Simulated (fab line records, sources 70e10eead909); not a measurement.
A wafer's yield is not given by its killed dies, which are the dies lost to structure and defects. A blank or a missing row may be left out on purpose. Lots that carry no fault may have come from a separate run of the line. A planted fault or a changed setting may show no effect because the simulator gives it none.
Chamber matching :: flow nandHarc :: NHARC_A_SLIT_ETCH_29 on rieDiel-08 has 4 sister chambers
The step etches the open film in CF4/O2, target depth 100 nm, overetch 10 nm, time 55 s. 14 wafers are shown with their chamber, then 7 later ones without.

WAFERS PAIRED WITH THEIR CHAMBERS
wafer: L236.1
chamber: 3
drypumpMotorCurrentA (A): 5.3
oesProductAu (a.u.): 0.996
throttleValvePct (%): 13.396

wafer: L236.3
chamber: 2
drypumpMotorCurrentA (A): 6.5
oesProductAu (a.u.): 1.010
throttleValvePct (%): 13.397

wafer: L236.6
chamber: 2
drypumpMotorCurrentA (A): 6.4
oesProductAu (a.u.): 1.001
throttleValvePct (%): 13.396

wafer: L239.1
chamber: 2
drypumpMotorCurrentA (A): 6.4
oesProductAu (a.u.): 1.005
throttleValvePct (%): 13.410

wafer: L239.4
chamber: 3
drypumpMotorCurrentA (A): 5.3
oesProductAu (a.u.): 0.992
throttleValvePct (%): 13.391

wafer: L239.5
chamber: 2
drypumpMotorCurrentA (A): 6.4
oesProductAu (a.u.): 1.008
throttleValvePct (%): 13.387

wafer: L238.2
chamber: 3
drypumpMotorCurrentA (A): 5.3
oesProductAu (a.u.): 0.995
throttleValvePct (%): 13.400

wafer: L238.5
chamber: 2
drypumpMotorCurrentA (A): 6.4
oesProductAu (a.u.): 1.013
throttleValvePct (%): 13.411

wafer: L238.6
chamber: 3
drypumpMotorCurrentA (A): 5.3
oesProductAu (a.u.): 1.002
throttleValvePct (%): 13.397

wafer: L244.1
chamber: 2
drypumpMotorCurrentA (A): 6.4
oesProductAu (a.u.): 1.004
throttleValvePct (%): 13.394

wafer: L244.5
chamber: 1
drypumpMotorCurrentA (A): 5.6
oesProductAu (a.u.): 0.993
throttleValvePct (%): 13.408

wafer: L244.6
chamber: 0
drypumpMotorCurrentA (A): 4.8
oesProductAu (a.u.): 1.012
throttleValvePct (%): 13.407

wafer: L251.2
chamber: 2
drypumpMotorCurrentA (A): 6.4
oesProductAu (a.u.): 1.004
throttleValvePct (%): 13.413

wafer: L251.3
chamber: 0
drypumpMotorCurrentA (A): 4.8
oesProductAu (a.u.): 1.021
throttleValvePct (%): 13.391

SIGNATURES (means of the wafers above)
reading: drypumpMotorCurrentA
chamber 0: 4.800
chamber 1: 5.600
chamber 2: 6.414
chamber 3: 5.300
scatter within a chamber: 0.0293

reading: oesProductAu
chamber 0: 1.01650
chamber 1: 0.99300
chamber 2: 1.00643
chamber 3: 0.99625
scatter within a chamber: 0.00442

reading: throttleValvePct
chamber 0: 13.39900
chamber 1: 13.40800
chamber 2: 13.40114
chamber 3: 13.39600
scatter within a chamber: 0.00884
Rule: a wafer's distance from a chamber is the root of the sum, over the readings, of the square of ((its reading less the chamber's mean) divided by the reading's scatter). If the next closest chamber is less than 2 further off than the closest, the wafer can't be placed; otherwise it belongs to the closest. The scatter: take each reading less its chamber's mean, square it, sum over the shown wafers, divide by the number of wafers less the number of chambers, and take the root.

WAFERS WITH NO CHAMBER GIVEN
wafer: L251.4
drypumpMotorCurrentA (A): 5.6
oesProductAu (a.u.): 1.010
throttleValvePct (%): 13.402

wafer: L256.1
drypumpMotorCurrentA (A): 4.8
oesProductAu (a.u.): 0.996
throttleValvePct (%): 13.394

wafer: L256.3
drypumpMotorCurrentA (A): 5.3
oesProductAu (a.u.): 1.012
throttleValvePct (%): 13.408

wafer: L256.5
drypumpMotorCurrentA (A): 4.8
oesProductAu (a.u.): 1.002
throttleValvePct (%): 13.405

wafer: L257.2
drypumpMotorCurrentA (A): 4.8
oesProductAu (a.u.): 0.998
throttleValvePct (%): 13.393

wafer: L257.3
drypumpMotorCurrentA (A): 5.3
oesProductAu (a.u.): 1.004
throttleValvePct (%): 13.401

wafer: L257.4
drypumpMotorCurrentA (A): 6.4
oesProductAu (a.u.): 1.018
throttleValvePct (%): 13.386

EACH ONE'S CHAMBER
wafer: L251.4
from the rows above: 1
in truth: 1

wafer: L256.1
from the rows above: 0
in truth: 0

wafer: L256.3
from the rows above: 3
in truth: 3

wafer: L256.5
from the rows above: 0
in truth: 0

wafer: L257.2
from the rows above: 0
in truth: 0

wafer: L257.3
from the rows above: 3
in truth: 3

wafer: L257.4
from the rows above: 2
in truth: 2
Correct placement for 7 of the 7. From these rows, 0 cannot be placed. Number placed wrongly: 0.
